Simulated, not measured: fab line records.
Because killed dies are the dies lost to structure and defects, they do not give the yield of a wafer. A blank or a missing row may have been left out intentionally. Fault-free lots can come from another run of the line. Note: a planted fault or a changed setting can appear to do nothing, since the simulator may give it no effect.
fab line records :: flow nand_harc
[record]
  lots = 7
  wafers = 21
  last_day = 32
route steps=1302 shown A_ZERO_WELL@412 A_SOURCE_PLATE@413 A_ONON_D1@424 END@1302
lots that met no fault: from a run of the same line without faults
start_h: start of the lot's first displayed wafer, in hours after the record's first day :: wait_h: hours from the lot's prior step to this one :: " as in the row above :: L1.1+2: a single row standing in for several wafers :: - no value, or no start was given :: * or withheld: withheld :: < > ~ a bound
route shown NAME@n: a module of which the file shows steps, and the number in the route of the first :: usual: the fault-free wafers' mean and standard deviation :: same: alike in all rows :: chamber/n: place in a boat :: sites: each site's reading :: _std_site: standard deviation of those values :: _edge_site: inner sites' mean taken away from outer sites' mean :: radius_mm: how far each site lies from the wafer's centre :: mask NAME#n: copy n :: behind: tool/chamber where the wafer was last shaped :: hold: the reason the lot was held/the length of the hold in hours/how it ended :: device: transistor that didn't switch, given as n, p or np :: end of line: at the end of the route, the tests of the same wafers :: where a step has no rows: the recipe by itself :: killed: at the first sort, the dies lost to defects and structure; wafer yield is something else :: map: per-die view of a wafer (x killed, . not killed, _ where there is no die)
set.NAME: the setting that was run; set.NAME@STEP: the one run at that earlier step :: model.NAME: the simulator's own value behind a step, which no gauge read
lots seen at some steps along the route; tables by step, rows by wafer
services: when a tool's chamber went out of use (start_h, in hours from the record's first day, below 0 if earlier), for how many hours, and the reason
[[steps]]
[step NHARC_A_ZERO_WELL_INSPECT_17]
[usual]
  raw_defect_count = 11/5.9
lot.wafer: L715.2
tool: defect_inspect-02
chamber: -
start_h: 137.58
wait_h: 0.1
raw_defect_count: 14

lot.wafer: L715.4
tool: defect_inspect-02
chamber: -
start_h: 137.58
wait_h: 0.1
raw_defect_count: 9

lot.wafer: L715.5
tool: defect_inspect-02
chamber: -
start_h: 137.58
wait_h: 0.1
raw_defect_count: 9

lot.wafer: L721.3
tool: defect_inspect-01
chamber: -
start_h: 199.37
wait_h: 0.1
raw_defect_count: 6

lot.wafer: L721.4
tool: defect_inspect-01
chamber: -
start_h: 199.37
wait_h: 0.1
raw_defect_count: 11

lot.wafer: L721.6
tool: defect_inspect-01
chamber: -
start_h: 199.37
wait_h: 0.1
raw_defect_count: 1

lot.wafer: L722.3
tool: defect_inspect-01
chamber: -
start_h: 210.43
wait_h: 0.1
raw_defect_count: 8

lot.wafer: L722.4
tool: defect_inspect-01
chamber: -
start_h: 210.43
wait_h: 0.1
raw_defect_count: 16

lot.wafer: L722.6
tool: defect_inspect-01
chamber: -
start_h: 210.43
wait_h: 0.1
raw_defect_count: 13

lot.wafer: L723.2
tool: defect_inspect-01
chamber: -
start_h: 222.28
wait_h: 0.1
raw_defect_count: 10

lot.wafer: L723.3
tool: defect_inspect-01
chamber: -
start_h: 222.28
wait_h: 0.1
raw_defect_count: 5

lot.wafer: L723.5
tool: defect_inspect-01
chamber: -
start_h: 222.28
wait_h: 0.1
raw_defect_count: 15

lot.wafer: L728.1
tool: defect_inspect-01
chamber: -
start_h: 265.94
wait_h: 0.2
raw_defect_count: 16

lot.wafer: L728.5
tool: defect_inspect-01
chamber: -
start_h: 265.94
wait_h: 0.2
raw_defect_count: 21

lot.wafer: L728.6
tool: defect_inspect-01
chamber: -
start_h: 265.94
wait_h: 0.2
raw_defect_count: 10

lot.wafer: L732.2
tool: defect_inspect-01
chamber: -
start_h: 314.33
wait_h: 0.1
raw_defect_count: 28

lot.wafer: L732.5
tool: defect_inspect-01
chamber: -
start_h: 314.33
wait_h: 0.1
raw_defect_count: 14

lot.wafer: L732.6
tool: defect_inspect-01
chamber: -
start_h: 314.33
wait_h: 0.1
raw_defect_count: 10

lot.wafer: L737.2
tool: defect_inspect-01
chamber: -
start_h: 356.94
wait_h: 0.1
raw_defect_count: 8

lot.wafer: L737.3
tool: defect_inspect-01
chamber: -
start_h: 356.94
wait_h: 0.1
raw_defect_count: 8

lot.wafer: L737.4
tool: defect_inspect-01
chamber: -
start_h: 356.94
wait_h: 0.1
raw_defect_count: 4
[step NHARC_A_SOURCE_PLATE_PRECLEAN_00]
[recipe]
  time_s = 60
  chemistry = HF-LAST
[step NHARC_A_SOURCE_PLATE_SRD_01]
[step NHARC_A_SOURCE_PLATE_OXIDE_02]
[recipe]
  target_thk_a = 100
  temp_c = 900
  ox_time_s = 1362
  material = SiO2
[step NHARC_A_SOURCE_PLATE_THK_MEAS_09]
[recipe]
  thk_meas_gauge = ellipsometry
[usual]
  thk_nm = 9.6/0.94
lot.wafer: L715.2
tool: film_metro-02
chamber: -
start_h: 144.83
wait_h: 0.4
thk_nm: 8.4

lot.wafer: L715.4
tool: film_metro-02
chamber: -
start_h: 144.83
wait_h: 0.4
thk_nm: 10.3

lot.wafer: L715.5
tool: film_metro-02
chamber: -
start_h: 144.83
wait_h: 0.4
thk_nm: 9.8

lot.wafer: L721.3
tool: film_metro-01
chamber: -
start_h: 207.54
wait_h: 0.4
thk_nm: 8.1

lot.wafer: L721.4
tool: film_metro-01
chamber: -
start_h: 207.54
wait_h: 0.4
thk_nm: 9.5

lot.wafer: L721.6
tool: film_metro-01
chamber: -
start_h: 207.54
wait_h: 0.4
thk_nm: 8.0

lot.wafer: L722.3
tool: film_metro-02
chamber: -
start_h: 217.76
wait_h: 0.4
thk_nm: 10.4

lot.wafer: L722.4
tool: film_metro-02
chamber: -
start_h: 217.76
wait_h: 0.4
thk_nm: 10.4

lot.wafer: L722.6
tool: film_metro-02
chamber: -
start_h: 217.76
wait_h: 0.4
thk_nm: 9.0

lot.wafer: L723.2
tool: film_metro-02
chamber: -
start_h: 229.64
wait_h: 0.4
thk_nm: 9.9

lot.wafer: L723.3
tool: film_metro-02
chamber: -
start_h: 229.64
wait_h: 0.4
thk_nm: 9.5

lot.wafer: L723.5
tool: film_metro-02
chamber: -
start_h: 229.64
wait_h: 0.4
thk_nm: 9.0

lot.wafer: L728.1
tool: film_metro-01
chamber: -
start_h: 273.66
wait_h: 0.4
thk_nm: 9.9

lot.wafer: L728.5
tool: film_metro-01
chamber: -
start_h: 273.66
wait_h: 0.4
thk_nm: 7.7

lot.wafer: L728.6
tool: film_metro-01
chamber: -
start_h: 273.66
wait_h: 0.4
thk_nm: 10.1

lot.wafer: L732.2
tool: film_metro-01
chamber: -
start_h: 321.14
wait_h: 0.4
thk_nm: 8.7

lot.wafer: L732.5
tool: film_metro-01
chamber: -
start_h: 321.14
wait_h: 0.4
thk_nm: 9.7

lot.wafer: L732.6
tool: film_metro-01
chamber: -
start_h: 321.14
wait_h: 0.4
thk_nm: 8.1

lot.wafer: L737.2
tool: film_metro-02
chamber: -
start_h: 364.36
wait_h: 0.4
thk_nm: 9.2

lot.wafer: L737.3
tool: film_metro-02
chamber: -
start_h: 364.36
wait_h: 0.4
thk_nm: 9.8

lot.wafer: L737.4
tool: film_metro-02
chamber: -
start_h: 364.36
wait_h: 0.4
thk_nm: 6.7
[step NHARC_A_SOURCE_PLATE_PVD_04]
[recipe]
  target_thk_a = 500
  material = WSi2
[step NHARC_A_SOURCE_PLATE_CVD_03]
[recipe]
  target_thk_a = 2000
  temp_c = 620
  pressure_mtorr = 200
  time_s = 4000
  material = poly-Si
[step NHARC_A_SOURCE_PLATE_ANNEAL_05]
[recipe]
  temp_c = 850
  time_s = 1800
[step NHARC_A_SOURCE_PLATE_THK_MEAS_06]
[recipe]
  thk_meas_gauge = ellipsometry
[usual]
  thk_nm = 199.5/2.2
lot.wafer: L715.2
tool: film_metro-01
chamber: -
start_h: 157.60
wait_h: 0.4
thk_nm: 198.2

lot.wafer: L715.4
tool: film_metro-01
chamber: -
start_h: 157.60
wait_h: 0.4
thk_nm: 195.6

lot.wafer: L715.5
tool: film_metro-01
chamber: -
start_h: 157.60
wait_h: 0.4
thk_nm: 194.8

lot.wafer: L721.3
tool: film_metro-02
chamber: -
start_h: 221.38
wait_h: 0.4
thk_nm: 202.1

lot.wafer: L721.4
tool: film_metro-02
chamber: -
start_h: 221.38
wait_h: 0.4
thk_nm: 197.9

lot.wafer: L721.6
tool: film_metro-02
chamber: -
start_h: 221.38
wait_h: 0.4
thk_nm: 198.9

lot.wafer: L722.3
tool: film_metro-01
chamber: -
start_h: 236.28
wait_h: 0.4
thk_nm: 200.5

lot.wafer: L722.4
tool: film_metro-01
chamber: -
start_h: 236.28
wait_h: 0.4
thk_nm: 197.5

lot.wafer: L722.6
tool: film_metro-01
chamber: -
start_h: 236.28
wait_h: 0.4
thk_nm: 200.0

lot.wafer: L723.2
tool: film_metro-01
chamber: -
start_h: 242.78
wait_h: 0.4
thk_nm: 202.1

lot.wafer: L723.3
tool: film_metro-01
chamber: -
start_h: 242.78
wait_h: 0.4
thk_nm: 197.6

lot.wafer: L723.5
tool: film_metro-01
chamber: -
start_h: 242.78
wait_h: 0.4
thk_nm: 199.5

lot.wafer: L728.1
tool: film_metro-01
chamber: -
start_h: 286.24
wait_h: 0.4
thk_nm: 197.7

lot.wafer: L728.5
tool: film_metro-01
chamber: -
start_h: 286.24
wait_h: 0.4
thk_nm: 198.1

lot.wafer: L728.6
tool: film_metro-01
chamber: -
start_h: 286.24
wait_h: 0.4
thk_nm: 200.6

lot.wafer: L732.2
tool: film_metro-01
chamber: -
start_h: 333.93
wait_h: 0.4
thk_nm: 200.0

lot.wafer: L732.5
tool: film_metro-01
chamber: -
start_h: 333.93
wait_h: 0.4
thk_nm: 199.0

lot.wafer: L732.6
tool: film_metro-01
chamber: -
start_h: 333.93
wait_h: 0.4
thk_nm: 198.8

lot.wafer: L737.2
tool: film_metro-01
chamber: -
start_h: 380.92
wait_h: 0.4
thk_nm: 201.3

lot.wafer: L737.3
tool: film_metro-01
chamber: -
start_h: 380.92
wait_h: 0.4
thk_nm: 198.5

lot.wafer: L737.4
tool: film_metro-01
chamber: -
start_h: 380.92
wait_h: 0.4
thk_nm: 201.1
[step NHARC_A_SOURCE_PLATE_INSPECT_08]
[usual]
  raw_defect_count = 65/26
lot.wafer: L715.2
tool: defect_inspect-02
chamber: -
start_h: 157.66
wait_h: 0.0
raw_defect_count: 38

lot.wafer: L715.4
tool: defect_inspect-02
chamber: -
start_h: 157.66
wait_h: 0.0
raw_defect_count: 49

lot.wafer: L715.5
tool: defect_inspect-02
chamber: -
start_h: 157.66
wait_h: 0.0
raw_defect_count: 34

lot.wafer: L721.3
tool: defect_inspect-02
chamber: -
start_h: 221.49
wait_h: 0.0
raw_defect_count: 42

lot.wafer: L721.4
tool: defect_inspect-02
chamber: -
start_h: 221.49
wait_h: 0.0
raw_defect_count: 20

lot.wafer: L721.6
tool: defect_inspect-02
chamber: -
start_h: 221.49
wait_h: 0.0
raw_defect_count: 42

lot.wafer: L722.3
tool: defect_inspect-02
chamber: -
start_h: 236.35
wait_h: 0.0
raw_defect_count: 38

lot.wafer: L722.4
tool: defect_inspect-02
chamber: -
start_h: 236.35
wait_h: 0.0
raw_defect_count: 38

lot.wafer: L722.6
tool: defect_inspect-02
chamber: -
start_h: 236.35
wait_h: 0.0
raw_defect_count: 51

lot.wafer: L723.2
tool: defect_inspect-02
chamber: -
start_h: 242.84
wait_h: 0.0
raw_defect_count: 28

lot.wafer: L723.3
tool: defect_inspect-02
chamber: -
start_h: 242.84
wait_h: 0.0
raw_defect_count: 44

lot.wafer: L723.5
tool: defect_inspect-02
chamber: -
start_h: 242.84
wait_h: 0.0
raw_defect_count: 71

lot.wafer: L728.1
tool: defect_inspect-01
chamber: -
start_h: 286.30
wait_h: 0.0
raw_defect_count: 50

lot.wafer: L728.5
tool: defect_inspect-01
chamber: -
start_h: 286.30
wait_h: 0.0
raw_defect_count: 70

lot.wafer: L728.6
tool: defect_inspect-01
chamber: -
start_h: 286.30
wait_h: 0.0
raw_defect_count: 67

lot.wafer: L732.2
tool: defect_inspect-01
chamber: -
start_h: 334.00
wait_h: 0.0
raw_defect_count: 89

lot.wafer: L732.5
tool: defect_inspect-01
chamber: -
start_h: 334.00
wait_h: 0.0
raw_defect_count: 57

lot.wafer: L732.6
tool: defect_inspect-01
chamber: -
start_h: 334.00
wait_h: 0.0
raw_defect_count: 58

lot.wafer: L737.2
tool: defect_inspect-02
chamber: -
start_h: 380.98
wait_h: 0.0
raw_defect_count: 47

lot.wafer: L737.3
tool: defect_inspect-02
chamber: -
start_h: 380.98
wait_h: 0.0
raw_defect_count: 59

lot.wafer: L737.4
tool: defect_inspect-02
chamber: -
start_h: 380.98
wait_h: 0.0
raw_defect_count: 27
[step NHARC_A_ONON_D1_DEP_00]
[recipe]
  target_thk_a = 10000
  n2_flow_sccm = 2750
  n2o_flow_sccm = 2000
  nh3_flow_sccm = 500
  sih4_flow_sccm = 210
  temp_c = 400
lot.wafer: L715.2+4+5
tool: pecvd_onon-01
chamber: 0
start_h: 157.79
wait_h: 0.1

lot.wafer: L721.3+4+6
tool: pecvd_onon-01
chamber: 0
start_h: 221.67
wait_h: 0.2

lot.wafer: L722.3+4+6
tool: pecvd_onon-01
chamber: 0
start_h: 236.53
wait_h: 0.2

lot.wafer: L723.2+3+5
tool: pecvd_onon-01
chamber: 0
start_h: 242.97
wait_h: 0.1

lot.wafer: L728.1+5+6
tool: pecvd_onon-04
chamber: 0
start_h: 286.37
wait_h: 0.1

lot.wafer: L732.2+5+6
tool: pecvd_onon-03
chamber: 0
start_h: 334.12
wait_h: 0.1

lot.wafer: L737.2+3+4
tool: pecvd_onon-04
chamber: 0
start_h: 381.10
wait_h: 0.1
[step NHARC_A_ONON_D1_THK_MEAS_02]
[recipe]
  thk_meas_gauge = ellipsometry
[usual]
  thk_nm = 1003/10
lot.wafer: L715.2
tool: film_metro-02
chamber: -
start_h: 158.25
wait_h: -
thk_nm: 1003

lot.wafer: L715.4
tool: film_metro-02
chamber: -
start_h: 158.25
wait_h: -
thk_nm: 1004

lot.wafer: L715.5
tool: film_metro-02
chamber: -
start_h: 158.25
wait_h: -
thk_nm: 1002

lot.wafer: L721.3
tool: film_metro-01
chamber: -
start_h: 222.06
wait_h: -
thk_nm: 1287

lot.wafer: L721.4
tool: film_metro-01
chamber: -
start_h: 222.06
wait_h: -
thk_nm: 1286

lot.wafer: L721.6
tool: film_metro-01
chamber: -
start_h: 222.06
wait_h: -
thk_nm: 1286

lot.wafer: L722.3
tool: film_metro-01
chamber: -
start_h: 236.92
wait_h: -
thk_nm: 1264

lot.wafer: L722.4
tool: film_metro-01
chamber: -
start_h: 236.92
wait_h: -
thk_nm: 1264

lot.wafer: L722.6
tool: film_metro-01
chamber: -
start_h: 236.92
wait_h: -
thk_nm: 1265

lot.wafer: L723.2
tool: film_metro-01
chamber: -
start_h: 243.42
wait_h: -
thk_nm: 1302

lot.wafer: L723.3
tool: film_metro-01
chamber: -
start_h: 243.42
wait_h: -
thk_nm: 1300

lot.wafer: L723.5
tool: film_metro-01
chamber: -
start_h: 243.42
wait_h: -
thk_nm: 1300

lot.wafer: L728.1
tool: film_metro-01
chamber: -
start_h: 286.87
wait_h: -
thk_nm: 1013

lot.wafer: L728.5
tool: film_metro-01
chamber: -
start_h: 286.87
wait_h: -
thk_nm: 1015

lot.wafer: L728.6
tool: film_metro-01
chamber: -
start_h: 286.87
wait_h: -
thk_nm: 1014

lot.wafer: L732.2
tool: film_metro-02
chamber: -
start_h: 334.57
wait_h: -
thk_nm: 1006

lot.wafer: L732.5
tool: film_metro-02
chamber: -
start_h: 334.57
wait_h: -
thk_nm: 1007

lot.wafer: L732.6
tool: film_metro-02
chamber: -
start_h: 334.57
wait_h: -
thk_nm: 1006

lot.wafer: L737.2
tool: film_metro-01
chamber: -
start_h: 381.56
wait_h: -
thk_nm: 1009

lot.wafer: L737.3
tool: film_metro-01
chamber: -
start_h: 381.56
wait_h: -
thk_nm: 1009

lot.wafer: L737.4
tool: film_metro-01
chamber: -
start_h: 381.56
wait_h: -
thk_nm: 1007
[step NHARC_A_ONON_D1_DEP_03]
[recipe]
  target_thk_a = 10000
  n2_flow_sccm = 2750
  n2o_flow_sccm = 2000
  nh3_flow_sccm = 500
  sih4_flow_sccm = 210
  temp_c = 400
[step NHARC_END_SORT_01]
[recipe]
  temp_c = 25
[usual]
  killed_at_array = 52/16
  killed_at_other = 0.8/1.1
  killed_at_periphery = 4.2/2.5
  killed_dies = 57/16
  killed_open = 3.4/2
  killed_short = 2.6/1.6
[same]
  gross_dies = 677
lot.wafer: L721.3
tool: prober-01
chamber: 0
start_h: 613.62
wait_h: 3.1
killed_at_array: 673
killed_at_other: 0
killed_at_periphery: 4
killed_dies: 677
killed_open: 4
killed_short: 3

lot.wafer: L721.4
tool: prober-01
chamber: 0
start_h: 614.42
wait_h: 3.4
killed_at_array: 675
killed_at_other: 0
killed_at_periphery: 2
killed_dies: 677
killed_open: 2
killed_short: 1

lot.wafer: L721.6
tool: prober-01
chamber: 0
start_h: 616.02
wait_h: 4.0
killed_at_array: 672
killed_at_other: 0
killed_at_periphery: 5
killed_dies: 677
killed_open: 4
killed_short: 3

lot.wafer: L723.2
tool: prober-02
chamber: 0
start_h: 635.10
wait_h: 2.8
killed_at_array: 671
killed_at_other: 2
killed_at_periphery: 4
killed_dies: 677
killed_open: 6
killed_short: 2

lot.wafer: L723.3
tool: prober-02
chamber: 0
start_h: 635.89
wait_h: 3.1
killed_at_array: 672
killed_at_other: 2
killed_at_periphery: 3
killed_dies: 677
killed_open: 1
killed_short: 3

lot.wafer: L723.5
tool: prober-02
chamber: 0
start_h: 637.47
wait_h: 3.7
killed_at_array: 671
killed_at_other: 1
killed_at_periphery: 5
killed_dies: 677
killed_open: 2
killed_short: 5

lot.wafer: L728.6
tool: prober-01
chamber: 0
start_h: 694.72
wait_h: 4.0
killed_at_array: 36
killed_at_other: 1
killed_at_periphery: 5
killed_dies: 42
killed_open: 5
killed_short: 4
// killed by level:class
L721.3 A_ONON_D1:area_dep=649 A_CHANNEL_HOLE_D2:chamber_film_flake=8 P_ZERO_WELL:chamber_film_flake=3 A_CONTACT:chamber_film_flake=3 A_ONON_D1:geometric_particle:open=2 A_CHANNEL_HOLE_D1:chamber_film_flake=2 A_STAIRCASE:chamber_film_flake=2 P_CONTACT:geometric_particle:open=1
L721.4 A_ONON_D1:area_dep=658 A_CHANNEL_HOLE_D2:chamber_film_flake=7 A_M1:chamber_film_flake=3 A_DECK1_JOINT:chamber_film_flake=2 A_STAIRCASE:chamber_film_flake=2 P_CONTACT:geometric_particle:open=1 A_WL_FILL:geometric_particle:short=1 A_M1:geometric_particle:open=1
L721.6 A_ONON_D1:area_dep=647 A_CHANNEL_HOLE_D2:chamber_film_flake=8 A_CHANNEL_FILL_D2:chamber_film_flake=3 A_CHANNEL_FILL_D1:geometric_particle:open=2 A_WL_FILL:geometric_particle:short=2 P_ZERO_WELL:chamber_film_flake=2 A_CHANNEL_HOLE_D1:chamber_film_flake=2 A_STAIRCASE:chamber_film_flake=2
L723.2 A_ONON_D1:area_dep=626 A_CHANNEL_HOLE_D1:chamber_film_flake=18 A_CHANNEL_HOLE_D2:chamber_film_flake=15 A_CHANNEL_FILL_D1:geometric_particle:open=2 A_WL_FILL:geometric_particle:short=2 A_WL_FILL:geometric_particle:open=2 P_STI:chamber_film_flake=2 A_CONTACT:chamber_film_flake=2
L723.3 A_ONON_D1:area_dep=617 A_CHANNEL_HOLE_D1:chamber_film_flake=31 A_CHANNEL_HOLE_D2:chamber_film_flake=9 A_STAIRCASE:chamber_film_flake=5 A_CONTACT:chamber_film_flake=3 P_M2:chamber_film_flake=2 THIN_TSV:chamber_film_flake=2 A_CHANNEL_FILL_D1:geometric_particle:short=1
L723.5 A_ONON_D1:area_dep=610 A_CHANNEL_HOLE_D1:chamber_film_flake=32 A_CHANNEL_HOLE_D2:chamber_film_flake=11 A_CONTACT:chamber_film_flake=4 P_STI:chamber_film_flake=3 A_CHANNEL_FILL_D1:chamber_film_flake=3 A_CHANNEL_FILL_D1:geometric_particle:short=2 A_CHANNEL_FILL_D2:geometric_particle:short=2
L728.6 A_CHANNEL_HOLE_D2:chamber_film_flake=14 A_CHANNEL_HOLE_D1:chamber_film_flake=5 P_ZERO_WELL:chamber_film_flake=5 A_STAIRCASE:chamber_film_flake=3 A_WL_FILL:geometric_particle:short=2 A_M0:geometric_particle:open=2 A_SGD_CUT:chamber_film_flake=2 A_ONON_D1:geometric_particle:short=1
// map L721.3 (x killed, . not)
____________x____________
_________xxxxxxx_________
_______xxxxxxxxxxx_______
______xxxxxxxxxxxxx______
_____xxxxxxxxxxxxxxx_____
____xxxxxxxxxxxxxxxxx____
____xxxxxxxxxxxxxxxxx____
___xxxxxxxxxxxxxxxxxxx___
___xxxxxxxxxxxxxxxxxxx___
__xxxxxxxxxxxxxxxxxxxxx__
__xxxxxxxxxxxxxxxxxxxxx__
_xxxxxxxxxxxxxxxxxxxxxxx_
_xxxxxxxxxxxxxxxxxxxxxxx_
_xxxxxxxxxxxxxxxxxxxxxxx_
_xxxxxxxxxxxxxxxxxxxxxxx_
_xxxxxxxxxxxxxxxxxxxxxxx_
xxxxxxxxxxxxxxxxxxxxxxxxx
xxxxxxxxxxxxxxxxxxxxxxxxx
xxxxxxxxxxxxxxxxxxxxxxxxx
xxxxxxxxxxxxxxxxxxxxxxxxx
xxxxxxxxxxxxxxxxxxxxxxxxx
_xxxxxxxxxxxxxxxxxxxxxxx_
_xxxxxxxxxxxxxxxxxxxxxxx_
_xxxxxxxxxxxxxxxxxxxxxxx_
_xxxxxxxxxxxxxxxxxxxxxxx_
_xxxxxxxxxxxxxxxxxxxxxxx_
__xxxxxxxxxxxxxxxxxxxxx__
__xxxxxxxxxxxxxxxxxxxxx__
___xxxxxxxxxxxxxxxxxxx___
___xxxxxxxxxxxxxxxxxxx___
____xxxxxxxxxxxxxxxxx____
____xxxxxxxxxxxxxxxxx____
_____xxxxxxxxxxxxxxx_____
______xxxxxxxxxxxxx______
_______xxxxxxxxxxx_______
_________xxxxxxx_________
____________x____________
// map L723.2 (x killed, . not)
____________x____________
_________xxxxxxx_________
_______xxxxxxxxxxx_______
______xxxxxxxxxxxxx______
_____xxxxxxxxxxxxxxx_____
____xxxxxxxxxxxxxxxxx____
____xxxxxxxxxxxxxxxxx____
___xxxxxxxxxxxxxxxxxxx___
___xxxxxxxxxxxxxxxxxxx___
__xxxxxxxxxxxxxxxxxxxxx__
__xxxxxxxxxxxxxxxxxxxxx__
_xxxxxxxxxxxxxxxxxxxxxxx_
_xxxxxxxxxxxxxxxxxxxxxxx_
_xxxxxxxxxxxxxxxxxxxxxxx_
_xxxxxxxxxxxxxxxxxxxxxxx_
_xxxxxxxxxxxxxxxxxxxxxxx_
xxxxxxxxxxxxxxxxxxxxxxxxx
xxxxxxxxxxxxxxxxxxxxxxxxx
xxxxxxxxxxxxxxxxxxxxxxxxx
xxxxxxxxxxxxxxxxxxxxxxxxx
xxxxxxxxxxxxxxxxxxxxxxxxx
_xxxxxxxxxxxxxxxxxxxxxxx_
_xxxxxxxxxxxxxxxxxxxxxxx_
_xxxxxxxxxxxxxxxxxxxxxxx_
_xxxxxxxxxxxxxxxxxxxxxxx_
_xxxxxxxxxxxxxxxxxxxxxxx_
__xxxxxxxxxxxxxxxxxxxxx__
__xxxxxxxxxxxxxxxxxxxxx__
___xxxxxxxxxxxxxxxxxxx___
___xxxxxxxxxxxxxxxxxxx___
____xxxxxxxxxxxxxxxxx____
____xxxxxxxxxxxxxxxxx____
_____xxxxxxxxxxxxxxx_____
______xxxxxxxxxxxxx______
_______xxxxxxxxxxx_______
_________xxxxxxx_________
____________x____________
[[services]]
tool: pecvd_onon-01
chamber: -
start_h: 185.13
hours: 0.8
kind: repair

tool: pecvd_onon-03
chamber: -
start_h: 227.00
hours: 13.0
kind: pm

tool: pecvd_onon-01
chamber: -
start_h: 269.24
hours: 13.0
kind: pm

tool: pecvd_onon-04
chamber: -
start_h: 311.54
hours: 13.0
kind: pm
[[key]]
[first_sign]
  step = NHARC_A_ONON_D1_THK_MEAS_02
  reading = thk_nm
  direction = up
  sigmas = 28
  usual = 1003
  struck = 1284
[effect]
  step = NHARC_END_SORT_01
  reading = killed_at_array
  direction = up
  sigmas = 39
  usual = 52
  struck = 672
[more_kills_born_at]
  NHARC_A_ONON_D1_DEP_00@pecvd_onon-01 = 3807
met_at NHARC_A_ONON_D1_DEP_00
struck_wafers L721.3,L721.4,L721.6,L722.3,L722.4,L722.6,L723.2,L723.3,L723.5
later_rows_left_out L721.3,L721.4,L721.6,L722.3,L722.4,L722.6,L723.2,L723.3,L723.5
sort_left_out L722.3,L722.4,L722.6
tester_left_out L721,L722,L723
onset_between 157.79 221.67
[fault]
  kind = process_parameter_drift
  tool = pecvd_onon-01
  chamber = -
  onset_h = 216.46
  steps = NHARC_A_ONON_D1_DEP_00
  channel = target_thk_a
  offset = *
  shape = step
  acts_in = *
  stated = *
// tester_left_out: of these lots the tester's yield and bins aren't shown, on N5 and GAA mostly nor the transistor test; their killed dies are dies lost to structure and defects alone, not to doping, threshold or leakage, so they don't give the yield
// sort_left_out: the simulated sort isn't trusted on such a fault, so these wafers' sort isn't shown, and their yield isn't known
// later_rows_left_out: the simulator's readings of these wafers behind a module that went badly wrong aren't trusted and aren't shown, but for the sort
